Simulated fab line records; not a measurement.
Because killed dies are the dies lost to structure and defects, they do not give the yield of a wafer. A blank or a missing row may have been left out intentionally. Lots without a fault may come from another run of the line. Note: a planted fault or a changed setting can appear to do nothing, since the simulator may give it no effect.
fab line records ; flow n5_finfet
record lots=3; wafers=9; last_day=15
route steps=1938 shown HKMG_FIN@461 GATE_CUT@465 MOL_CONTACT_COAG@560 BEOL_M4@1111
lots that met no fault: from a run of the same line without faults
start_h: start of the lot's first displayed wafer, in hours after the record's first day ; wait_h: hours elapsed since this lot's preceding step ; " identical to the entry in the row above ; L1.1+2: a single row standing in for several wafers ; - no value, or no start given ; * or withheld: withheld ; < > ~ a bound
route shown NAME@n: NAME is a module with steps in the file, n the number in the route of the first one ; usual: the fault-free wafers' mean and standard deviation ; same: alike in all rows ; chamber/n: place in a boat ; sites: the reading at each site ; _std_site: standard deviation across them ; _edge_site: inner sites' mean taken away from outer sites' mean ; radius_mm: for every site, how far away it sits from the centre of the wafer ; mask NAME#n: copy n ; behind: the most recent tool/chamber to have shaped the wafer ; hold: reason for holding the lot/hours on hold/outcome of the hold ; device: whichever transistor did not switch (one of n, p or np) ; end of line: the tests these same wafers got at the end of their route ; for a step that has no rows: nothing shown but its recipe ; killed: count of dies lost to structure and defects at first sort (not the wafer's yield) ; map: the dies of a wafer, with x for killed, . for not killed, _ for no die there
set.NAME: the setting that was run; set.NAME@STEP: the one run at that earlier step ; model.NAME: the simulator's own value behind a step, which no gauge read
a table for each step, a row for each wafer; lots at some steps of the route
services: a tool's chamber out of use, with start hour (start_h, from the record's first day; less than 0 if before it), hours out, and reason
## steps
# step N5_HKMG_FIN_CMP_23
# recipe stop_on=SiNx; t_overpolish_s=10; post_cmp_clean=rinse_only; down_force_psi=4; platen_rpm=50.289; pad_velocity_m_s=1.0006; target_thk_nm=46.326
# step N5_HKMG_FIN_CMP_94
# recipe stop_on=SiNx; post_cmp_clean=w_dilute_nh4oh; t_overpolish_s=4.7; down_force_psi=4; platen_rpm=50.289; pad_velocity_m_s=1.0006; target_thk_nm=43.299
# step N5_GATE_CUT_ETCHBACK_00
# recipe chemistry=SF6/Cl2; target=W; pressure_mtorr=8; icp_w=900; bias_w=80; SF6_flow_sccm=40; Cl2_flow_sccm=60
# step N5_GATE_CUT_ETCH_56
# recipe chemistry=Cl2/Ar; target=TiN; target_depth_a=216; pressure_mtorr=10; icp_w=600; bias_w=60; Cl2_flow_sccm=40; Ar_flow_sccm=60
# step N5_GATE_CUT_ETCHBACK_30
# recipe chemistry=Cl2/Ar; target=TiN; target_depth_a=30; mode=isotropic; pressure_mtorr=10; icp_w=600; bias_w=60; Cl2_flow_sccm=40; Ar_flow_sccm=60
# step N5_GATE_CUT_VAPOR_ETCH_60
# recipe chemistry=BCl3/Cl2; target=HfO2; mode=isotropic
# step N5_GATE_CUT_ETCH_58
# recipe chemistry=CH3F/O2; target=SiNx; target_depth_a=170; time_s=128.6; ion_energy_ev=50; pressure_mtorr=30; source_w=415; bias_w=21; Ar_flow_sccm=150; CH3F_flow_sccm=30; O2_flow_sccm=20
# step N5_GATE_CUT_STRIP_59
# recipe chemistry=N2/H2; time_s=20; power_w=100; temp_c=40; pressure_mtorr=100; rf_frequency_hz=6e+07; bias_power_w=3; n2_flow_sccm=300; h2_flow_sccm=300
# step N5_GATE_CUT_PRECLEAN_31
# recipe temp_c=23; chemistry=DIW; time_s=300
# step N5_GATE_CUT_SRD_32
# recipe time_s=30; temp_c=23; rinse_liquid=diw; dry=ipa_marangoni
# step N5_GATE_CUT_SAC_CAP_01
# recipe material=SiNx; target_thk_a=240; temp_c=400; ald_precursor_family=SiH2I2; ald_co_reactant=N2/H2-plasma; pulse_time_s=1; ald_cycles=480; purge_time_s=2; co_reactant_purge_time_s=2; pressure_torr=2
# usual ald_cycles=480/0; chamber_pressure_Torr=2.000/0.0043; heater_power_w=857/140; precursor_pulse_height_rel=0.998/0.02; susceptor_temp_C=400.00/0.21
lot.wafer;tool;chamber;start_h;wait_h;ald_cycles;chamber_pressure_Torr;heater_power_w;precursor_pulse_height_rel;susceptor_temp_C;model.SiNx_of_GATE_CUT_SAC_CAP_01.thk_nm
L368.1;ald_sin-02;3;79.77;0.0;480;1.999;874;1.018;400.24;24
L368.2;ald_sin-02;2;79.77;0.0;480;2.003;1074;0.994;400.10;23.8
L368.4;ald_sin-02;0;79.77;0.0;480;1.999;864;1.014;400.18;23.8
L379.1;ald_sin-02;1;156.18;0.2;480;1.997;847;1.019;399.60;24.2
L379.2;ald_sin-02;2;156.18;0.2;480;2.003;1047;1.016;400.06;24
L379.5;ald_sin-02;0;157.27;1.3;804;2.002;815;0.993;399.93;40
L380.1;ald_sin-04;0;160.36;0.0;480;2.000;737;0.967;399.80;24
L380.3;ald_sin-04;2;160.36;0.0;480;1.995;887;0.977;400.07;24.2
L380.6;ald_sin-04;2;161.45;1.1;480;2.004;883;1.007;399.90;24
# step N5_GATE_CUT_PECVD_57
# recipe material=SiNx; target_thk_a=210; temp_c=400; precursor=SiH4/NH3/N2; pressure_torr=1.5; rf_w=300
# step N5_GATE_CUT_CMP_02
# recipe stop_on=SiO2; t_overpolish_s=12.7; post_cmp_clean=alkaline_brush; down_force_psi=2.5; platen_rpm=51.8; pad_velocity_m_s=1.0307; target_thk_nm=0
# step N5_GATE_CUT_HM_DEP_46
# recipe material=SiO2; target_thk_a=1300; temp_c=400; precursor=TEOS/O2; pressure_torr=6.5; rf_w=900; teos_flow_sccm=161.4; gas=O2; flow_sccm=2650; time_s=26.6
# step N5_GATE_CUT_COAT_34
# recipe resist=SOC; temp_c=250; time_s=60; spin_rpm=1500; resist_thk_nm=60
# step N5_GATE_CUT_COAT_35
# recipe resist=SiARC; temp_c=220; time_s=60; spin_rpm=1500; resist_thk_nm=10
# step N5_GATE_CUT_COAT_27
# recipe resist=underlayer; temp_c=205; time_s=60; spin_rpm=1500; resist_thk_nm=10
# step N5_GATE_CUT_COAT_07
# recipe resist=CAR-EUV; spin_rpm=1500; resist_thk_nm=30
# step N5_GATE_CUT_EBR_09
# recipe solvent=PGMEA; ebr_width_mm=1.5
# step N5_GATE_CUT_SOFTBAKE_08
# recipe temp_c=110; time_s=60; resist=CAR-EUV
# step N5_GATE_CUT_EXPOSE_10
# recipe mask_id=GATE_CUT; na=0.33; source_shape=annular; sigma_inner=0.35; sigma_outer=0.8; polarization=unpolarized; target_cd_nm=20; dose_mj=43.25
# step N5_GATE_CUT_PEB_11
# recipe peb_temp_c=100; peb_time_s=60; resist=CAR-EUV
# step N5_GATE_CUT_DEVELOP_12
# recipe develop_time_s=30; developer=TMAH; resist=CAR-EUV; rinse_liquid=surfactant_rinse; dry=air_spin; dev_temp_c=23
# step N5_GATE_CUT_DESCUM_18
# recipe chemistry=O2; time_s=7; source_power_w=50; bias_power_w=20; pressure_mtorr=20; rf_frequency_hz=2.712e+07; temp_c=40; resist=CAR-EUV; o2_flow_sccm=225
# step N5_GATE_CUT_ETCH_28
# recipe chemistry=N2/H2; target=underlayer; target_depth_a=130; mask_material=CAR-EUV; time_s=10.4; ion_energy_ev=200; pressure_mtorr=30; source_w=840; bias_w=150; n2_flow_sccm=200; h2_flow_sccm=200; ends=cleared
# step N5_GATE_CUT_ETCH_36
# recipe chemistry=CF4; target=SiARC; target_depth_a=130; mask_material=CAR-EUV; time_s=21.7; ion_energy_ev=80; pressure_mtorr=40; source_w=545; bias_w=36; Ar_flow_sccm=100; cf4_flow_sccm=100; ends=cleared
# step N5_GATE_CUT_ETCH_37
# recipe chemistry=N2/H2; target=SOC; target_depth_a=600; overetch_a=120; mask_material=SiARC; temp_c=40; time_s=90; ion_energy_ev=200; pressure_mtorr=30; source_w=840; bias_w=150; n2_flow_sccm=200; h2_flow_sccm=200
# step N5_GATE_CUT_STRIP_38
# recipe chemistry=N2/H2; temp_c=40; n2_flow_sccm=200; h2_flow_sccm=200; rf_frequency_hz=6e+07
# step N5_GATE_CUT_STRIP_39
# recipe chemistry=N2/H2; temp_c=40; n2_flow_sccm=200; h2_flow_sccm=200; rf_frequency_hz=6e+07
# step N5_GATE_CUT_HM_OPEN_40
# recipe chemistry=C4F6/O2; target=SiO2; mask_material=SiARC; target_depth_a=1390; time_s=85.1; ion_energy_ev=250; pressure_mtorr=30; source_w=345; bias_w=185; Ar_flow_sccm=300; C4F6_flow_sccm=10; O2_flow_sccm=10; ends=cleared
# step N5_GATE_CUT_STRIP_41
# recipe chemistry=CF4; resist=SiARC; power_w=300; bias_power_w=75; pressure_mtorr=50; cf4_flow_sccm=150; rf_frequency_hz=6e+07
# step N5_GATE_CUT_STRIP_42
# recipe chemistry=O2; power_w=400; temp_c=40; pressure_mtorr=30; rf_frequency_hz=6e+07; bias_power_w=0; overash_fraction=0.3; o2_flow_sccm=225
# step N5_GATE_CUT_ETCH_19
# recipe chemistry=CH3F/O2; target=SiNx; mask_material=SiO2; target_depth_a=537; time_s=76.7; pressure_mtorr=30; source_w=395; bias_w=73; Ar_flow_sccm=150; CH3F_flow_sccm=30; O2_flow_sccm=20; ion_energy_ev=120; ends=cleared
# usual drypump_motor_current_A=5.84/0.26; etch_rf_on_time_s=76.5/1.3; oes_ar_750_au=0.78/0.08; oes_f_703_au=0.78/0.08; oes_product_au=0.67/0.074; rf_vpp_V=298.6/2.4; showerhead_plenum_p_Torr=2.02/0.063; throttle_valve_pct=16.44/0.29
lot.wafer;tool;chamber;start_h;wait_h;drypump_motor_current_A;etch_rf_on_time_s;oes_ar_750_au;oes_f_703_au;oes_product_au;rf_hours_counter_h;rf_vpp_V;showerhead_plenum_p_Torr;throttle_valve_pct
L368.1;rie_diel-06;1;83.45;0.0;5.95;77.9;0.73;0.73;0.62;214;303.6;2.06;16.40
L368.2;rie_diel-06;3;83.45;0.0;6.14;77.3;0.84;0.84;0.73;52;299.6;1.95;16.38
L368.4;rie_diel-06;2;83.45;0.0;5.76;76.7;0.77;0.77;0.64;151;302.0;2.09;16.43
L379.1;rie_diel-06;2;159.55;0.0;5.79;76.2;0.75;0.76;0.63;176;301.4;2.08;16.50
L379.2;rie_diel-06;1;159.55;0.0;5.96;78.2;0.72;0.71;0.60;235;301.9;2.06;16.42
L379.5;rie_diel-06;0;159.55;0.0;5.85;67.4;0.69;0.69;0.58;-;299.9;2.05;16.74
L380.1;rie_diel-02;3;163.96;0.0;5.59;79.3;0.69;0.68;0.58;235;296.0;2.05;16.58
L380.3;rie_diel-02;1;163.96;0.0;5.90;76.9;0.72;0.72;0.61;204;298.6;1.98;16.69
L380.6;rie_diel-02;1;163.96;0.0;5.89;77.1;0.71;0.72;0.60;-;298.3;1.98;16.69
# step N5_GATE_CUT_CUT_ETCH_53
# recipe chemistry=SF6/Cl2; target=W; mask_material=SiO2; target_depth_a=792; pressure_mtorr=8; icp_w=900; bias_w=80; SF6_flow_sccm=40; Cl2_flow_sccm=60; ends=cleared
# step N5_GATE_CUT_CUT_ETCH_54
# recipe chemistry=Cl2/BCl3; target=TiN; mask_material=SiO2; target_depth_a=967; pressure_mtorr=10; icp_w=1000; bias_w=126; Cl2_flow_sccm=53.25; bcl3_flow_sccm=21.75; Ar_flow_sccm=25; ends=cleared
# step N5_GATE_CUT_CUT_ETCH_55
# recipe chemistry=BCl3; target=HfO2; mask_material=SiO2; target_depth_a=32; ion_energy_ev=30; pressure_mtorr=5; icp_w=450; bias_w=18; bcl3_flow_sccm=80
# step N5_MOL_CONTACT_COAG_CMP_28
# recipe stop_on=SiNx; t_overpolish_s=0.85; post_cmp_clean=alkaline_brush; down_force_psi=4.15; platen_rpm=51.8; pad_velocity_m_s=1.0307; target_thk_nm=14.522
# usual motor_current_A=11.9/1.1; time_to_endpoint_s=4.8/2.2
lot.wafer;tool;chamber;start_h;wait_h;motor_current_A;time_to_endpoint_s;model.SiNx_of_GATE_CUT_SAC_CAP_01.thk_nm
L368.4;cmp-01;0;99.37;0.8;10.7;9.9;17.8
L368.2;cmp-01;1;99.37;0.8;13.1;8.6;17.8
L368.1;cmp-01;3;99.37;0.8;9.9;6.7;17.8
L379.2;cmp-04;1;173.56;0.8;12.8;3.6;17.8
L379.1;cmp-04;3;173.56;0.8;12.6;7.0;18
L379.5;cmp-04;1;173.56;0.8;12.7;4.9;29.8
L380.3;cmp-01;1;177.55;0.9;13.3;3.7;18
L380.1;cmp-01;2;177.55;0.9;13.3;4.0;18
L380.6;cmp-01;3;177.55;0.9;10.0;1.5;18
# step N5_MOL_CONTACT_COAG_THK_MEAS_29
# recipe reads=SiNx_of_GATE_CUT_PECVD_57+SiNx_of_GATE_CUT_SAC_CAP_01
# usual MD_CAP_THK=17.91/0.075
lot.wafer;tool;chamber;start_h;wait_h;MD_CAP_THK[nm]
L368.1;film_metro-01;-;99.67;-;17.88
L368.2;film_metro-01;-;99.67;-;17.86
L368.4;film_metro-01;-;99.67;-;17.81
L379.1;film_metro-02;-;173.85;-;17.98
L379.2;film_metro-02;-;173.85;-;17.87
L379.5;film_metro-02;-;173.85;-;29.85
L380.1;film_metro-01;-;177.77;-;17.89
L380.3;film_metro-01;-;177.77;-;18.01
L380.6;film_metro-01;-;177.77;-;17.93
# step N5_MOL_CONTACT_COAG_ETCH_47
# recipe chemistry=CH3F/O2; target=SiNx; target_depth_a=270; mask_material=SiO2; stop_on=W; over_etch_frac=0.2; ion_energy_ev=120; endpoint=OES-CN; pressure_mtorr=30; source_w=395; bias_w=73; Ar_flow_sccm=150; CH3F_flow_sccm=30; O2_flow_sccm=20; ends=end_point
# usual drypump_motor_current_A=5.8/0.49; etch_rf_on_time_s=31.4/0.44; oes_ar_750_au=0.78/0.076; oes_f_703_au=0.78/0.078; oes_product_au=0.70/0.071; rf_vpp_V=296.0/2.8; showerhead_plenum_p_Torr=2.02/0.076; throttle_valve_pct=16.25/0.23
lot.wafer;tool;chamber;start_h;wait_h;drypump_motor_current_A;etch_rf_on_time_s;oes_ar_750_au;oes_f_703_au;oes_product_au;rf_hours_counter_h;rf_vpp_V;showerhead_plenum_p_Torr;throttle_valve_pct;model.etch.t_clear_s;model.MOL_CONTACT_COAG.feature_depth_nm;model.etch.depth_nm
L368.1;rie_diel-05;0;104.47;0.0;5.2;31.4;0.74;0.73;0.65;193;296.7;2.07;16.42;26.15;18.4;17.88
L368.2;rie_diel-05;2;104.47;0.0;6.3;31.5;0.73;0.73;0.65;166;292.1;2.00;16.45;26.27;18.4;17.8
L368.4;rie_diel-05;3;104.47;0.0;5.4;31.5;0.75;0.74;0.67;161;294.7;2.00;16.45;26.27;18.4;17.84
L379.1;rie_diel-01;3;176.00;0.0;5.1;31.8;0.81;0.80;0.72;63;298.4;2.11;16.01;26.49;18.6;17.99
L379.2;rie_diel-01;1;176.00;0.0;6.1;32.0;0.72;0.71;0.63;196;295.3;1.91;16.29;26.66;18.4;17.88
L379.5;rie_diel-01;3;176.00;0.0;5.1;50.8;0.81;0.80;0.74;-;296.0;2.11;16.02;43.73;30.8;29.87
L380.1;rie_diel-01;3;181.31;0.0;5.1;31.4;0.81;0.80;0.73;65;298.6;2.11;16.02;26.13;18.6;17.95
L380.3;rie_diel-01;1;181.31;0.0;6.1;32.0;0.72;0.71;0.63;198;294.4;1.91;16.30;26.65;18.6;18
L380.6;rie_diel-01;3;181.31;0.0;5.1;31.3;0.81;0.80;0.71;-;297.1;2.11;16.03;26.1;18.6;17.93
# step N5_MOL_CONTACT_COAG_CMP_52
# recipe stop_on=SiO2; t_overpolish_s=1.5; post_cmp_clean=w_dilute_nh4oh; down_force_psi=4; platen_rpm=50.289; pad_velocity_m_s=1.0006; target_thk_nm=66.5
# usual motor_current_A=11.6/1.2; overpolish_run_s=1.501/0.0089; time_to_endpoint_s=13.5/2.1
lot.wafer;tool;chamber;start_h;wait_h;motor_current_A;overpolish_run_s;time_to_endpoint_s;model.SiO2_of_MOL_CONTACT_COAG_PECVD_31.thk_nm
L368.2;cmp-02;0;106.92;0.1;12.5;1.496;16.1;43.4
L368.4;cmp-02;1;106.92;0.1;14.0;1.507;17.4;44.4
L368.1;cmp-02;2;106.92;0.1;10.1;1.486;15.8;43.4
L379.2;cmp-04;2;178.37;0.0;12.2;1.486;14.6;43.6
L379.1;cmp-04;1;178.37;0.0;12.3;1.510;15.5;43.2
L379.5;cmp-04;2;178.37;0.0;11.1;1.503;14.1;42.8
L380.3;cmp-01;1;183.72;0.0;12.5;1.506;15.9;43.8
L380.1;cmp-01;3;183.72;0.0;10.6;1.498;12.2;43
L380.6;cmp-01;2;183.72;0.0;12.9;1.510;12.8;43.4
# step N5_BEOL_M4_RC_MEAS_101
# usual DIBL_N=36.3/1.4; DIBL_P=35.7/1.5; IOFF_N=0.155/0.022; IOFF_P=0.204/0.027; ION_N=671/9; ION_P=459/6.2; SS_N=71.5/0.54; SS_P=73.1/0.56; VT_N=250.2/2.6; VT_P=-251/3.3
lot.wafer;tool;chamber;start_h;wait_h;DIBL_N[mV/V];DIBL_P[mV/V];IOFF_N[nA/um];IOFF_P[nA/um];ION_N[uA/um];ION_P[uA/um];SS_N[mV/dec];SS_P[mV/dec];VT_N[mV];VT_P[mV]
L368.1;prober-01;0;185.04;0.0;33.0;32.0;0.114;0.177;669;461;70.5;71.4;252.3;-252
L368.2;prober-01;0;185.04;0.0;36.3;34.8;0.167;0.214;673;455;71.9;72.9;247.1;-250
L368.4;prober-01;0;185.04;0.0;35.7;34.8;0.154;0.214;676;465;71.2;73.5;248.4;-249
L379.1;prober-01;0;240.02;0.0;36.2;35.9;0.154;0.186;687;469;72.3;73.5;252.0;-255
L379.2;prober-01;0;240.02;0.0;37.0;37.1;0.170;0.207;688;461;71.7;73.7;252.4;-252
L379.5;prober-01;0;240.02;0.0;36.7;36.6;0.157;0.198;679;463;72.0;72.9;248.4;-253
L380.1;prober-01;0;256.78;0.0;35.5;36.7;0.145;0.187;664;450;71.7;72.7;250.9;-253
L380.3;prober-01;0;256.78;0.0;35.4;36.0;0.151;0.178;672;458;71.2;72.8;249.7;-254
L380.6;prober-01;0;256.78;0.0;34.0;35.1;0.126;0.166;662;452;71.0;72.9;252.4;-254
## services
tool;chamber;start_h;hours;kind
cmp-01;-;63.85;7.4;pm
cmp-02;-;66.82;0.3;repair
cmp-04;-;68.05;0.7;repair
cmp-01;-;73.34;6.6;repair
cmp-04;-;77.74;4.0;repair
ald_sin-02;-;85.37;14.0;pm
ald_sin-02;0;85.37;14.0;vent_cycle
ald_sin-02;1;85.37;14.0;vent_cycle
ald_sin-02;2;85.37;14.0;vent_cycle
ald_sin-02;3;85.37;14.0;vent_cycle
ald_sin-04;2;89.23;13.0;repair
cmp-02;-;93.69;1.8;repair
cmp-01;-;95.28;3.5;repair
ald_sin-02;0;99.37;-;clean
cmp-02;-;107.47;5.4;pm
cmp-01;-;108.73;12.0;pm
cmp-04;-;112.04;4.0;pm
cmp-01;-;127.49;4.0;repair
rie_diel-06;1;133.57;9.6;repair
cmp-02;-;143.95;4.6;pm
ald_sin-04;-;153.72;1.1;repair
cmp-04;-;160.84;3.5;pm
ald_sin-04;-;176.75;14.0;pm
cmp-01;-;176.78;0.4;repair
## key
first_sign step=N5_GATE_CUT_SAC_CAP_01; reading=ald_cycles; direction=up; sigmas=99+; usual=*; struck=*
effect step=N5_GATE_CUT_ETCH_19; reading=etch_rf_on_time_s; direction=down; sigmas=7; usual=*; struck=*
effect step=N5_MOL_CONTACT_COAG_THK_MEAS_29; reading=MD_CAP_THK; direction=up; sigmas=99+; usual=17.91; struck=29.85
effect step=N5_MOL_CONTACT_COAG_ETCH_47; reading=etch_rf_on_time_s; direction=up; sigmas=44; usual=*; struck=*
model_effect step=N5_GATE_CUT_SAC_CAP_01; value=SiNx_of_GATE_CUT_SAC_CAP_01.thk_nm; without=23.8; struck=40
model_effect step=N5_MOL_CONTACT_COAG_CMP_28; value=SiNx_of_GATE_CUT_SAC_CAP_01.thk_nm; without=17.8; struck=29.8
model_effect step=N5_MOL_CONTACT_COAG_ETCH_47; value=etch.t_clear_s; without=26.03; struck=43.73
model_effect step=N5_MOL_CONTACT_COAG_CMP_52; value=SiO2_of_MOL_CONTACT_COAG_PECVD_31.thk_nm; without=44; struck=42.8
met_at N5_GATE_CUT_SAC_CAP_01
struck_wafers L379.5
onset_between 79.77 156.18
fault kind=process_parameter_drift; tool=ald_sin-02; chamber=-; onset_h=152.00; steps=N5_GATE_CUT_SAC_CAP_01; channel=ald_cycles; offset=*; shape=step; end_h=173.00; scope=struck_wafers_only; acts_in=*; stated=*
